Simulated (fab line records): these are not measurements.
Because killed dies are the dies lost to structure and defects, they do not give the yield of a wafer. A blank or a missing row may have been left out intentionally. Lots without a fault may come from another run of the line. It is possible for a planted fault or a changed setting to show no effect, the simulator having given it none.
One fault seen from 2 desks | flow n5-finfet | only its own numbers are on each desk; what lay behind them is given at the end

TOOL OWNER'S DESK, rie-diel-03
The tool's own readings at N5_BEOL_M4_TRENCH_ETCH_37 (etches SiOC in C4F6/O2, target depth 55.555 nm, time 29.2 s): means of the sampled wafers that have a number, for each lot that ran on this tool. Marked OUT: a lot whose mean sits more than 4 standard deviations from the usual mean, which makes it out of limits; the brackets give that distance.
Columns: A = drypump-motor-current-A at N5_BEOL_M4_TRENCH_ETCH_37, usual 5.6 A; B = oes_f_703_au at N5_BEOL_M4_TRENCH_ETCH_37, usual 0.76 a.u.; C = oes-product-au at N5_BEOL_M4_TRENCH_ETCH_37, usual 0.77 a.u.; D = rf-vpp-V at N5_BEOL_M4_TRENCH_ETCH_37, usual 665 V; E = run-length-s at N5_BEOL_M4_TRENCH_ETCH_37, usual 52.5 s; F = showerhead-plenum-p-Torr at N5_BEOL_M4_TRENCH_ETCH_37, usual 2.87 Torr; G = throttle-valve-pct at N5_BEOL_M4_TRENCH_ETCH_37, usual 20.90 %
lot  | first seen here | A   | B    | C    | D   | E    | F    | G
L804 | day 7 17:45     | 5.5 | 0.70 | 0.71 | 666 | 52.4 | 2.86 | 21.05
L816 | day 10 16:29    | 5.6 | 0.76 | 0.77 | 666 | 51.8 | 2.86 | 20.95
L818 | day 11 08:13    | 5.7 | 0.70 | 0.72 | 671 | 51.5 | 2.82 | 20.85
Result from this desk: across the 3 lots, nothing is out of limits.

AT THE METROLOGY DESK
Lot by lot, what the gauges showed, no matter which tool ran the lot: averages of those sampled wafers that carry a number. Marked OUT: a lot whose mean sits more than 4 standard deviations from the usual mean, which makes it out of limits; the brackets give that distance. 7 of its 12 readings are shown, namely those furthest out on some lot.
Columns: A = trench-depth-nm at N5_BEOL_M4_OCD_MEAS_38, usual 55.0 nm; B = M4_RS at N5_BEOL_M4_RS_MEAS_58, usual 0.68 ohm/sq; C = DIBL_N at N5_BEOL_M4_RC_MEAS_101, usual 36.1 mV/V; D = IOFF_P at N5_BEOL_M4_RC_MEAS_101, usual 0.21 nA/um; E = ION_N at N5_BEOL_M4_RC_MEAS_101, usual 673 uA/um; F = SS_N at N5_BEOL_M4_RC_MEAS_101, usual 71.4 mV/dec; G = VT_N at N5_BEOL_M4_RC_MEAS_101, usual 249.7 mV
lot  | first seen here | A    | B    | C    | D    | E   | F    | G
L804 | day 7 17:55     | 53.9 | 0.68 | 34.3 | 0.23 | 669 | 71.7 | 249.9
L816 | day 10 16:38    | 52.8 | 0.72 | 37.0 | 0.23 | 669 | 71.6 | 249.2
L818 | day 11 08:22    | 53.2 | 0.73 | 33.7 | 0.18 | 659 | 70.5 | 254.6
L827 | day 14 12:58    | 55.3 | 0.68 | 37.7 | 0.25 | 677 | 71.2 | 247.2
Result from this desk: across the 4 lots, nothing is out of limits.

PUT TOGETHER
The tool owner's desk saw nothing out of limits.
From the metrology desk's view, nothing was out of limits.

WHAT WAS PUT IN BY THE SIMULATOR
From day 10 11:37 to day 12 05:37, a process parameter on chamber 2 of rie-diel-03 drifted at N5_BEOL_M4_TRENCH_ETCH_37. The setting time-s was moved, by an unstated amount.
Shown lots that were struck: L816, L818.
